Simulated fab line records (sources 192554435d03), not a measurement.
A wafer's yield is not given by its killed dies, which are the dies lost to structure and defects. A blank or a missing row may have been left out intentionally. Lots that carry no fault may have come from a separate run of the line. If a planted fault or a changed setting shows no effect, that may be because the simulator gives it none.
Split-lot experiment | flow n5_finfet | 7 lots, 39 wafers read, on a route of 1938 steps

== THE SPLIT ITSELF ==
At N5_MIM_TOP_LITHO_DEVELOP_07 (develop time 60 s), the setting develop_time_s was moved away from the recipe's 60 s on 12 of the 39 wafers read, by -59.7% to +43.3%. The other wafers ran this setting at the recipe's value.

== THE PATH FROM SPLIT TO READING: the file shows 1 step between them ==
- N5_MIM_TOP_LITHO_HARDBAKE_09: time 120 s

== THE READING ==
cd_nm, in nm, at N5_MIM_TOP_LITHO_CD_MEAS_08 (target cd 2000 nm). Typical for fault-free wafers on this fab line: 2000.3 nm, with standard deviation 2.1 nm.

wafer  | tool, chamber at the split | develop_time_s as run, s | against the recipe | cd_nm, nm | against lot-mates on the recipe
L078.1 | litho_track-05, 0          | 60                       | recipe             | 1999.6    | -
L078.2 | litho_track-05, 0          | 60                       | recipe             | 2000.1    | -
L078.3 | litho_track-05, 0          | 60                       | recipe             | 1995.8    | -
L078.4 | litho_track-05, 0          | 60                       | recipe             | 1996.6    | -
L078.5 | litho_track-05, 0          | 60                       | recipe             | 2000.7    | -
L078.6 | litho_track-05, 0          | 60                       | recipe             | 1998.5    | -
L079.4 | litho_track-04, 0          | 60                       | recipe             | 1996.5    | -
L079.5 | litho_track-04, 0          | 60                       | recipe             | 1997.8    | -
L079.6 | litho_track-04, 0          | 60                       | recipe             | 1997.9    | -
L081.1 | litho_track-05, 0          | 34.77                    | -42.0%             | 2010.7    | +12.4
L081.2 | litho_track-05, 0          | 60                       | recipe             | 1998.5    | -
L081.3 | litho_track-05, 0          | 34.77                    | -42.0%             | 2012.5    | +14.2
L081.4 | litho_track-05, 0          | 60                       | recipe             | 1998.2    | -
L081.5 | litho_track-05, 0          | 60                       | recipe             | 1998.3    | -
L081.6 | litho_track-05, 0          | 34.77                    | -42.0%             | 2011.5    | +13.2
L084.1 | litho_track-05, 0          | 24.16                    | -59.7%             | 2018.5    | +20.7
L084.2 | litho_track-05, 0          | 60                       | recipe             | 1997.7    | -
L084.3 | litho_track-05, 0          | 60                       | recipe             | 1996.5    | -
L084.4 | litho_track-05, 0          | 60                       | recipe             | 1999.3    | -
L084.5 | litho_track-05, 0          | 24.16                    | -59.7%             | 2016.2    | +18.4
L084.6 | litho_track-05, 0          | 24.16                    | -59.7%             | 2016.9    | +19.1
L085.1 | litho_track-01, 0          | 85.99                    | +43.3%             | 1996.1    | -5.9
L085.2 | litho_track-01, 0          | 85.99                    | +43.3%             | 1997.4    | -4.6
L085.3 | litho_track-01, 0          | 60                       | recipe             | 2001.9    | -
L085.4 | litho_track-01, 0          | 85.99                    | +43.3%             | 1995.3    | -6.7
L085.5 | litho_track-01, 0          | 60                       | recipe             | 2003.5    | -
L085.6 | litho_track-01, 0          | 60                       | recipe             | 2000.7    | -
L095.1 | litho_track-01, 0          | 60                       | recipe             | 2003.1    | -
L095.2 | litho_track-01, 0          | 60                       | recipe             | 2000.1    | -
L095.3 | litho_track-01, 0          | 60                       | recipe             | 2001.5    | -
L095.4 | litho_track-01, 0          | 60                       | recipe             | 2003.9    | -
L095.5 | litho_track-01, 0          | 60                       | recipe             | 2004.0    | -
L095.6 | litho_track-01, 0          | 60                       | recipe             | 2003.2    | -
L097.1 | litho_track-01, 0          | 34.67                    | -42.2%             | 2013.3    | +11.0
L097.2 | litho_track-01, 0          | 60                       | recipe             | 2000.8    | -
L097.3 | litho_track-01, 0          | 60                       | recipe             | 2002.6    | -
L097.4 | litho_track-01, 0          | 34.67                    | -42.2%             | 2010.7    | +8.4
L097.5 | litho_track-01, 0          | 60                       | recipe             | 2003.5    | -
L097.6 | litho_track-01, 0          | 34.67                    | -42.2%             | 2014.4    | +12.1

THE FIT
A straight line over all 39 wafers: cd_nm changes by -0.234 nm for each +1% of develop_time_s; r = -0.90; the points scatter about the line by 3 nm.
The same after taking each lot's own level away (the mean of its wafers on the recipe; 39 wafers): -0.258 nm for each +1%; r = -0.95; scatter 2.2 nm.
Per that fit: largest develop_time_s move, reading shift of 15 nm.
The span of the lots' own levels, 1997.40 to 2002.63 nm, comes to 2.5 times the standard deviation stated above.
Hence the lot-to-lot level has little effect on the slope; both slopes agree.
Check: +15.6 nm against its lot-mates is what the line predicts for one of the wafers moved furthest among these (-59.7%) when that wafer is left out of the fit. Against them it came out at +20.7 nm.

== FURTHER SPLITS ON THESE WAFERS ==
Before the reading, these wafers also passed through other splits. Each is held against what the fit with the lots' levels taken away leaves over:
other split on the same wafers            | wafers away from the commonest value | r with cd_nm (lot level and that fit taken away)
N5_BEOL_M11_TRENCH_ETCH_37 target_depth_a | 12                                   | +0.07
N5_BEOL_M13_DESCUM_33 time_s              | 12                                   | +0.02

== THE WHOLE CHAIN: every reading that the file lists as answering this split, in the file's order ==
step                        | what it does             | reading                                                              | change (the file's fit)               | r (the file's)
N5_MIM_TOP_LITHO_CD_MEAS_08 | target cd 2000 nm        | cd_nm                                                                | -0.268 nm for each +1% of the setting | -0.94
N5_MIM_TOP_LITHO_DESCUM_10  | chemistry O2, time 7.9 s | MIM_TOP_LITHO.cd_nm (the simulator's own value, which no gauge read) | -0.269 nm for each +1% of the setting | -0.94

== FILE'S OWN FIT ==
cd_nm changes by -0.268 nm for each +1% of develop_time_s, r = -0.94.
